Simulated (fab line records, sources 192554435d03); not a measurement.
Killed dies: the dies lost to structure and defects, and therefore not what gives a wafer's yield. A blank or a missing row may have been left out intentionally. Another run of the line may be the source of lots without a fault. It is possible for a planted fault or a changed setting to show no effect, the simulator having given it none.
Split-lot trial / flow n5 finfet / 21 wafers read across 7 lots, on a route 1938 steps long

== SPLIT DETAILS ==
At N5_BEOL_M2_TRENCH_ETCH_37 (etches SiOC in C4F6/O2, target depth 55.555 nm, time 29.2 s), the setting source w was moved away from the recipe's 355 W on 7 of the 21 wafers read, by -17.1% to +13.1%. This setting was run at the recipe's value on the other wafers.

The reading comes from the split's own step.

== THE READING ==
rf vpp V, in V, at N5_BEOL_M2_TRENCH_ETCH_37 (etches SiOC in C4F6/O2, target depth 55.555 nm, time 29.2 s). A value of 662 V with a standard deviation of 10 V is what fault-free wafers of this fab line usually give.

wafer=L077.4; tool, chamber at the split=rie diel-02, 0; source w as run, W=392; against the recipe=+10.4%; rf vpp V, V=628; against lot-mates on the recipe=-28
wafer=L077.5; tool, chamber at the split=rie diel-02, 1; source w as run, W=355; against the recipe=recipe; rf vpp V, V=654; against lot-mates on the recipe=-
wafer=L077.6; tool, chamber at the split=rie diel-02, 0; source w as run, W=355; against the recipe=recipe; rf vpp V, V=659; against lot-mates on the recipe=-
wafer=L081.1; tool, chamber at the split=rie diel-04, 1; source w as run, W=323.2; against the recipe=-9.0%; rf vpp V, V=694; against lot-mates on the recipe=+31
wafer=L081.5; tool, chamber at the split=rie diel-04, 2; source w as run, W=355; against the recipe=recipe; rf vpp V, V=663; against lot-mates on the recipe=-
wafer=L081.6; tool, chamber at the split=rie diel-04, 1; source w as run, W=323.2; against the recipe=-9.0%; rf vpp V, V=694; against lot-mates on the recipe=+31
wafer=L083.3; tool, chamber at the split=rie diel-04, 2; source w as run, W=401.4; against the recipe=+13.1%; rf vpp V, V=622; against lot-mates on the recipe=no lot-mate on the recipe
wafer=L083.4; tool, chamber at the split=rie diel-04, 1; source w as run, W=401.4; against the recipe=+13.1%; rf vpp V, V=621; against lot-mates on the recipe=no lot-mate on the recipe
wafer=L083.6; tool, chamber at the split=rie diel-04, 1; source w as run, W=401.4; against the recipe=+13.1%; rf vpp V, V=623; against lot-mates on the recipe=no lot-mate on the recipe
wafer=L084.4; tool, chamber at the split=rie diel-01, 0; source w as run, W=355; against the recipe=recipe; rf vpp V, V=653; against lot-mates on the recipe=-
wafer=L084.5; tool, chamber at the split=rie diel-01, 1; source w as run, W=355; against the recipe=recipe; rf vpp V, V=677; against lot-mates on the recipe=-
wafer=L084.6; tool, chamber at the split=rie diel-01, 0; source w as run, W=355; against the recipe=recipe; rf vpp V, V=652; against lot-mates on the recipe=-
wafer=L088.2; tool, chamber at the split=rie diel-01, 0; source w as run, W=355; against the recipe=recipe; rf vpp V, V=651; against lot-mates on the recipe=-
wafer=L088.5; tool, chamber at the split=rie diel-01, 1; source w as run, W=355; against the recipe=recipe; rf vpp V, V=678; against lot-mates on the recipe=-
wafer=L088.6; tool, chamber at the split=rie diel-01, 2; source w as run, W=294.3; against the recipe=-17.1%; rf vpp V, V=734; against lot-mates on the recipe=+70
wafer=L093.2; tool, chamber at the split=rie diel-01, 1; source w as run, W=355; against the recipe=recipe; rf vpp V, V=678; against lot-mates on the recipe=-
wafer=L093.3; tool, chamber at the split=rie diel-01, 0; source w as run, W=355; against the recipe=recipe; rf vpp V, V=652; against lot-mates on the recipe=-
wafer=L093.5; tool, chamber at the split=rie diel-01, 0; source w as run, W=355; against the recipe=recipe; rf vpp V, V=651; against lot-mates on the recipe=-
wafer=L097.2; tool, chamber at the split=rie diel-02, 0; source w as run, W=355; against the recipe=recipe; rf vpp V, V=660; against lot-mates on the recipe=-
wafer=L097.4; tool, chamber at the split=rie diel-02, 1; source w as run, W=355; against the recipe=recipe; rf vpp V, V=654; against lot-mates on the recipe=-
wafer=L097.5; tool, chamber at the split=rie diel-02, 2; source w as run, W=355; against the recipe=recipe; rf vpp V, V=659; against lot-mates on the recipe=-

THE FIT
A straight line over all 21 wafers: rf vpp V changes by -3.47 V for each +1% of source w; r = -0.94; the points scatter about the line by 9.4 V.
The same after taking each lot's own level away (the mean of its wafers on the recipe; 18 wafers): -3.6 V for each +1%; r = -0.91; scatter 9.4 V.
That fit puts the effect of the largest move of source w on the reading at 62 V.
The lots' own levels span 656.5 to 664.5 V, that is 0.8 times the standard deviation above.
Hence the lot-to-lot level has little effect on the slope; both slopes agree.
Check: with one of the wafers moved furthest among these (-17.1%) left out of the fit, the line predicts +54.5 V for it against its lot-mates. It came out at +69.5 V against them.
Tool readings at the split's step, against how far the setting was moved: rf vpp V r = -0.94.

== ADDITIONAL SPLITS CARRIED BY THESE WAFERS ==
Note: prior to the reading, these wafers also went through further splits. Each is held against what the fit with the lots' levels taken away leaves over:
other split on the same wafers=N5_BEOL_M0_SAQP_ETCH_107 bias w; wafers away from the commonest value=6; r with rf vpp V (lot level and that fit taken away)=+0.27
other split on the same wafers=N5_BEOL_M0_SAQP_SPACER2_ALD_26 target thk a; wafers away from the commonest value=12; r with rf vpp V (lot level and that fit taken away)=-0.10
other split on the same wafers=N5_BEOL_M0_ETCH_128 source w; wafers away from the commonest value=10; r with rf vpp V (lot level and that fit taken away)=+0.01
other split on the same wafers=N5_BEOL_M1_COAT_61 spin rpm; wafers away from the commonest value=9; r with rf vpp V (lot level and that fit taken away)=-0.01
other split on the same wafers=N5_BEOL_M2_ILD_DEP_00 time s; wafers away from the commonest value=4; r with rf vpp V (lot level and that fit taken away)=+0.15
other split on the same wafers=N5_BEOL_M2_ETCH_69 bias w; wafers away from the commonest value=8; r with rf vpp V (lot level and that fit taken away)=-0.30

== FILE'S OWN FIT ==
rf vpp V changes by -3.67 V for each +1% of source w, r = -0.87.
